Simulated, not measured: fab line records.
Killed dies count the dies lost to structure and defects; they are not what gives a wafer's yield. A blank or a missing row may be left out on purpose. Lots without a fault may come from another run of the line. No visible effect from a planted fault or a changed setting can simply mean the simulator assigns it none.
Split-lot experiment | flow n5 finfet | on a route of 1938 steps: 7 lots, 21 wafers read

== ABOUT THE SPLIT ==
At N5_MOL_CONTACT_COAG_VIA_ETCH_117 (etches SiO2 in C4F6/O2, target depth 40 nm, overetch 8 nm, time 26 s), the setting bias w was moved away from the recipe's 455 W on 7 of the 21 wafers read, by -17.4% to +13.6%. The other wafers ran this setting at the recipe's value.

The reading comes from the split's own step.

== THE READING ==
rf vpp V, in V, at N5_MOL_CONTACT_COAG_VIA_ETCH_117 (etches SiO2 in C4F6/O2, target depth 40 nm, overetch 8 nm, time 26 s). On this fab line, fault-free wafers typically give 1589 V with a standard deviation of 28 V.

wafer  | tool, chamber at the split | bias w as run, W | against the recipe | rf vpp V, V | against lot-mates on the recipe
L076.1 | rie diel-03, 2             | 497.6            | +9.4%              | 1688        | +84
L076.3 | rie diel-03, 0             | 455              | recipe             | 1604        | -
L076.5 | rie diel-03, 0             | 497.6            | +9.4%              | 1715        | +111
L080.1 | rie diel-01, 2             | 455              | recipe             | 1624        | -
L080.2 | rie diel-01, 1             | 455              | recipe             | 1629        | -
L080.3 | rie diel-01, 0             | 455              | recipe             | 1609        | -
L081.2 | rie diel-01, 2             | 376              | -17.4%             | 1406        | -217
L081.3 | rie diel-01, 1             | 376              | -17.4%             | 1410        | -213
L081.5 | rie diel-01, 2             | 455              | recipe             | 1623        | -
L089.1 | rie diel-03, 0             | 455              | recipe             | 1602        | -
L089.2 | rie diel-03, 1             | 455              | recipe             | 1571        | -
L089.4 | rie diel-03, 1             | 455              | recipe             | 1573        | -
L088.3 | rie diel-03, 2             | 517.1            | +13.6%             | 1735        | +157
L088.4 | rie diel-03, 0             | 517.1            | +13.6%             | 1763        | +185
L088.5 | rie diel-03, 2             | 455              | recipe             | 1578        | -
L095.2 | rie diel-01, 0             | 455              | recipe             | 1606        | -
L095.4 | rie diel-01, 2             | 455              | recipe             | 1622        | -
L095.5 | rie diel-01, 1             | 455              | recipe             | 1625        | -
L097.1 | rie diel-01, 0             | 455              | recipe             | 1607        | -
L097.2 | rie diel-01, 2             | 455              | recipe             | 1621        | -
L097.4 | rie diel-01, 3             | 383.4            | -15.7%             | 1374        | -240

FIT RESULTS
A straight line over all 21 wafers: rf vpp V changes by +11.6 V for each +1% of bias w; r = +0.98; the points scatter about the line by 21 V.
The same after taking each lot's own level away (the mean of its wafers on the recipe; 21 wafers): +12.7 V for each +1%; r = +0.99; scatter 15 V.
That fit puts the effect of the largest move of bias w on the reading at 2.2e+02 V.
The lots' own levels span 1578.0 to 1623.0 V, that is 1.6 times the standard deviation above.
Hence the lot-to-lot level has little effect on the slope; both slopes agree.
Check: -226 V against its lot-mates is what the line predicts for one of the wafers moved furthest among these (-17.4%) when that wafer is left out of the fit. It came out at -217 V against them.
Tool readings at the split's step, against how far the setting was moved: rf vpp V r = +0.98.

== THE OTHER SPLITS THESE WAFERS WENT THROUGH ==
Other splits were also applied to these wafers ahead of the reading. Each is held against what the fit with the lots' levels taken away leaves over:
other split on the same wafers         | wafers away from the commonest value | r with rf vpp V (lot level and that fit taken away)
N5_HKMG_FIN_COAT_43 spin rpm           | 9                                    | +0.16
N5_GATE_CUT_COAT_27 spin rpm           | 8                                    | +0.40
N5_GATE_CUT_ETCH_36 cf4 flow sccm      | 7                                    | -0.13
N5_MOL_CONTACT_COAG_EXPOSE_81 dose mj  | 9                                    | -0.32
N5_MOL_CONTACT_COAG_ALD_133 ald cycles | 8                                    | -0.32

== THE FILE'S OWN FIT ==
rf vpp V changes by +13.1 V for each +1% of bias w, r = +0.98.
